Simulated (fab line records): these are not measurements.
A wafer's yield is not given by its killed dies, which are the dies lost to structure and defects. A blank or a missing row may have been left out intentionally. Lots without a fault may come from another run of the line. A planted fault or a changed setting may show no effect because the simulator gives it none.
Struck lot and sound lot, side by side + flow n5_finfet + 15 steps out of a route of 1938
Sound: wafers L183.3, L183.4, L183.5. Struck: wafers L196.1, L196.5. (L196.4 of the same lot was not struck and is left out.) The cause comes at the end.
At each step with rows: each side's tool, then ch and its chambers, then its first start. Under that, the readings that differ: sound wafers + struck wafers + difference of the means + sigmas: that difference in standard deviations of wafers without a fault.
alike: readings with means less than 2 such deviations apart, plus words and numbers identical on both sides. not compared: withheld readings, readings lacking a value on some wafer, bounds such as >300 that could conceal the same value, and numbers that have no deviation in the record and whose values overlap.
A row with sigmas, a row that says differs or no value, or rows on one side alone: a step with any of these is where the two part. Non-overlapping numbers with no deviation appear without sigmas and do not part them. A reading missing from all wafers of one side parts the sides only when that side holds two or more wafers.

N5_BEOL_M6_OVL_MEAS_29:
  sound on overlay-01 ch 0, day 9 20:13; struck on overlay-02 ch 0, day 15 19:43
  alike: V5_OVL
N5_BEOL_M6_INSPECT_30: inspects for defects (brightfield).
  sound: defect_inspect-01 at day 9 20:16; struck: defect_inspect-02 at day 15 19:47
  alike: raw_defect_count
N5_BEOL_M6_DESCUM_33: chemistry O2, time 7 s.
  sound on rie_diel-05 ch 0,2,3, day 9 20:28; struck on rie_diel-05 ch 0,2, day 15 20:13
  alike: bias_power_w, drypump_motor_current_A, oes_product_au, rf_vpp_V, showerhead_plenum_p_Torr, throttle_valve_pct
  not compared: rf_hours_counter_h
N5_BEOL_M6_ETCH_72: etches underlayer in N2/H2, target depth 6.5 nm, time 5.2 s.
  sound on rie_diel-05 ch 0,2,3, day 9 20:29; struck on rie_diel-05 ch 0,2, day 15 20:15
  alike: drypump_motor_current_A, etch_rf_on_time_s, h2_flow_sccm, oes_product_au, rf_vpp_V, showerhead_plenum_p_Torr, throttle_valve_pct
  not compared: rf_hours_counter_h
then, 1 step without rows for these wafers: N5_BEOL_M6_ETCH_65 (etches SiARC in CF4, target depth 15.6 nm, time 26 s).
N5_BEOL_M6_ETCH_66: etches SOC in N2/H2, target depth 80 nm, overetch 16 nm, time 120 s.
  sound on rie_diel-05 ch 0,2,3, day 9 20:32; struck on rie_diel-05 ch 0,2, day 15 20:17
  alike: drypump_motor_current_A, h2_flow_sccm, oes_product_au, rf_vpp_V, run_length_s, showerhead_plenum_p_Torr, throttle_valve_pct
  not compared: rf_hours_counter_h
then, 4 steps without rows for these wafers: N5_BEOL_M6_STRIP_69 (strips in N2/H2); N5_BEOL_M6_STRIP_73 (strips in N2/H2); N5_BEOL_M6_VIA_ETCH_34 (etches SiCOH lowk in C4F6/O2, target depth 126.3 nm, time 50.9 s); N5_BEOL_M6_STRIP_76 (strips in C4F6/O2).
N5_BEOL_M6_STRIP_36: strips in N2/H2.
  sound on rie_diel-05 ch 0,2,3, day 9 20:41; struck on rie_diel-05 ch 0,2, day 15 20:27
  alike: bias_power_w, drypump_motor_current_A, h2_flow_sccm, oes_product_au, rf_vpp_V, showerhead_plenum_p_Torr, throttle_valve_pct
  not compared: rf_hours_counter_h
then, 1 step without rows for these wafers: N5_BEOL_M6_TRENCH_ETCH_37 (etches SiCOH lowk in C4F6/O2, target depth 94.435 nm, time 31.5 s).
N5_BEOL_M6_ETCH_41: etches SiCN in CH3F/O2, target depth 29.7 nm, time 52 s.
  sound on rie_diel-05 ch 0,2,3, day 9 20:46; struck on rie_diel-05 ch 0,2, day 15 20:31
| reading                  | sound             | struck     | difference | sigmas |
|--------------------------|-------------------|------------|------------|--------|
| run_length_s (s)         | 75.1 75.7 75.4    | 94.7 96.1  | +20.0      | +43    |
| model.etch.depth_nm (nm) | 19.52 20.27 19.41 | 26.71 28.1 | +7.67      |        |
  alike: drypump_motor_current_A, oes_product_au, rf_vpp_V, showerhead_plenum_p_Torr, throttle_valve_pct
  not compared: rf_hours_counter_h
N5_BEOL_M6_STRIP_80: strips in N2/H2, time 10 s.
  sound on rie_diel-05 ch 0,2,3; struck on rie_diel-05 ch 0,2
  alike: bias_power_w, drypump_motor_current_A, h2_flow_sccm, oes_product_au, rf_vpp_V, showerhead_plenum_p_Torr, throttle_valve_pct
  not compared: rf_hours_counter_h
then, 1 step without rows for these wafers: N5_PASSIVATION_PROBE_49.

WHERE THEY PART
N5_BEOL_M6_ETCH_41 only, going by this record. Later steps at which nothing parts them and some readings are alike: N5_BEOL_M6_STRIP_80.

WHY: whatever the simulator had introduced
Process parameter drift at N5_BEOL_M6_ETCH_41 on rie_diel-05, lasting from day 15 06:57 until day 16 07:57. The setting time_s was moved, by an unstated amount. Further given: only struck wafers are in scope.
